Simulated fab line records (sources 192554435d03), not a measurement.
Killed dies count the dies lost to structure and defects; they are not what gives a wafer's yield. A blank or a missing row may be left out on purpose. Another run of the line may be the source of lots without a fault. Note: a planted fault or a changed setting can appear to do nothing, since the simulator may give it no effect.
Matching of chambers	flow n5Finfet	N5_BEOL_M12_ETCH_67 on rieDiel-02: 4 sister chambers
The step etches SiARC in CF4, target depth 143 nm, time 238.3 s. 4 wafers are shown with their chamber, then 9 later ones without.

== WAFERS, EACH WITH ITS CHAMBER ==
wafer	chamber	showerheadPlenumPTorr (Torr)
L078.5	2	2.20
L090.3	0	2.11
L091.4	1	2.23
L091.6	3	2.09

== WAFERS MISSING THEIR CHAMBER ==
wafer	showerheadPlenumPTorr (Torr)
L092.2	2.09
L092.3	2.23
L092.5	2.23
L094.1	2.09
L094.3	2.11
L094.4	2.11
L096.3	2.23
L096.4	2.10
L096.5	2.23

== WHICH CHAMBER EACH ONE RAN IN ==
wafer	from the rows above	in truth
L092.2	3	3
L092.3	1	1
L092.5	1	1
L094.1	3	3
L094.3	0	0
L094.4	0	0
L096.3	1	1
L096.4	can't be placed: 0 or 3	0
L096.5	1	1
Placed correctly: 8 of 9. Cannot be placed on the basis of these rows: 1; the candidates contain the true chamber in 1. 0 placed wrongly.
How it was worked out, from the rows above alone: a wafer's distance from a chamber is the root of the sum, over the readings, of the square of ((its reading less the chamber's mean) divided by the reading's scatter). The wafer belongs to the nearest chamber; if the next one is less than 2 further off, it can't be placed. The mean given for a chamber averages the wafers shown for that chamber. The scatter: with one shown wafer a chamber, the root of the mean of the squares of how far each hidden wafer lies from its nearest shown one.
